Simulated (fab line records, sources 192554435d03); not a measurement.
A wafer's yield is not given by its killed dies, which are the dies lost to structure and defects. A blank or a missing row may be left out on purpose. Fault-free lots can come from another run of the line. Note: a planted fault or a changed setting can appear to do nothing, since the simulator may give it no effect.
Chamber matching | flow n5-finfet | N5_BEOL_M6_STRIP_36 on rie-diel-06: 4 sister chambers
The step strips in N2/H2. 24 wafers are shown with their chamber, then 12 later ones without.

== WAFERS WITH THEIR CHAMBER ==
wafer  | chamber | drypump-motor-current-A (A) | showerhead-plenum-p-Torr (Torr) | throttle-valve-pct (%)
L075.2 | 3       | 6.4                         | 2.66                            | 24.0
L075.3 | 1       | 5.8                         | 2.46                            | 23.4
L075.6 | 3       | 6.4                         | 2.66                            | 24.0
L078.2 | 0       | 6.4                         | 2.55                            | 23.7
L078.3 | 2       | 4.9                         | 2.52                            | 24.1
L078.5 | 3       | 6.4                         | 2.65                            | 24.0
L081.1 | 0       | 6.4                         | 2.55                            | 23.7
L081.2 | 1       | 5.7                         | 2.45                            | 23.5
L081.4 | 2       | 4.9                         | 2.51                            | 24.2
L079.1 | 1       | 5.8                         | 2.45                            | 23.5
L079.5 | 1       | 5.8                         | 2.45                            | 23.4
L079.6 | 0       | 6.4                         | 2.55                            | 23.7
L077.2 | 0       | 6.4                         | 2.55                            | 23.7
L077.4 | 3       | 6.4                         | 2.65                            | 24.0
L077.6 | 1       | 5.7                         | 2.45                            | 23.5
L082.2 | 2       | 4.9                         | 2.51                            | 24.1
L082.3 | 0       | 6.4                         | 2.55                            | 23.7
L082.4 | 3       | 6.4                         | 2.65                            | 24.0
L085.1 | 1       | 5.8                         | 2.45                            | 23.5
L085.3 | 0       | 6.4                         | 2.55                            | 23.7
L085.5 | 0       | 6.4                         | 2.54                            | 23.7
L087.2 | 1       | 5.7                         | 2.45                            | 23.5
L087.5 | 2       | 4.9                         | 2.51                            | 24.2
L087.6 | 3       | 6.4                         | 2.64                            | 24.0

SIGNATURES (means of the wafers above)
reading                  | chamber 0 | chamber 1 | chamber 2 | chamber 3 | scatter within a chamber
drypump-motor-current-A  | 6.400     | 5.757     | 4.900     | 6.400     | 0.0293
showerhead-plenum-p-Torr | 2.5486    | 2.4514    | 2.5125    | 2.6517    | 0.00515
throttle-valve-pct       | 23.700    | 23.471    | 24.150    | 24.000    | 0.0348
Rule: for each reading, subtract the chamber's mean from the wafer's reading, divide by that reading's scatter and square the result; add these up over the readings and take the root, which gives the wafer's distance from the chamber. The wafer belongs to the nearest chamber; if the next one is less than 2 further off, it can't be placed. The scatter is the square root of a quotient: the sum, over the shown wafers, of each reading's squared deviation from its chamber's mean, divided by wafers minus chambers.

== WAFERS MISSING THEIR CHAMBER ==
wafer  | drypump-motor-current-A (A) | showerhead-plenum-p-Torr (Torr) | throttle-valve-pct (%)
L088.1 | 5.8                         | 2.44                            | 23.5
L088.4 | 6.4                         | 2.54                            | 23.8
L088.5 | 6.4                         | 2.64                            | 24.0
L090.3 | 5.7                         | 2.44                            | 23.5
L090.4 | 6.4                         | 2.64                            | 24.1
L090.6 | 6.4                         | 2.64                            | 24.1
L094.2 | 6.4                         | 2.54                            | 23.8
L094.3 | 4.9                         | 2.50                            | 23.9
L094.6 | 4.9                         | 2.50                            | 23.9
L096.4 | 5.8                         | 2.44                            | 23.5
L096.5 | 4.9                         | 2.50                            | 23.9
L096.6 | 6.4                         | 2.63                            | 24.1

== EACH ONE'S CHAMBER ==
wafer  | from the rows above | in truth
L088.1 | 1                   | 1
L088.4 | 0                   | 0
L088.5 | 3                   | 3
L090.3 | 1                   | 1
L090.4 | 3                   | 3
L090.6 | 3                   | 3
L094.2 | 0                   | 0
L094.3 | 2                   | 2
L094.6 | 2                   | 2
L096.4 | 1                   | 1
L096.5 | 2                   | 2
L096.6 | 3                   | 3
Correctly placed: 12 of 12. Not placeable from these rows: 0. 0 placed wrongly.
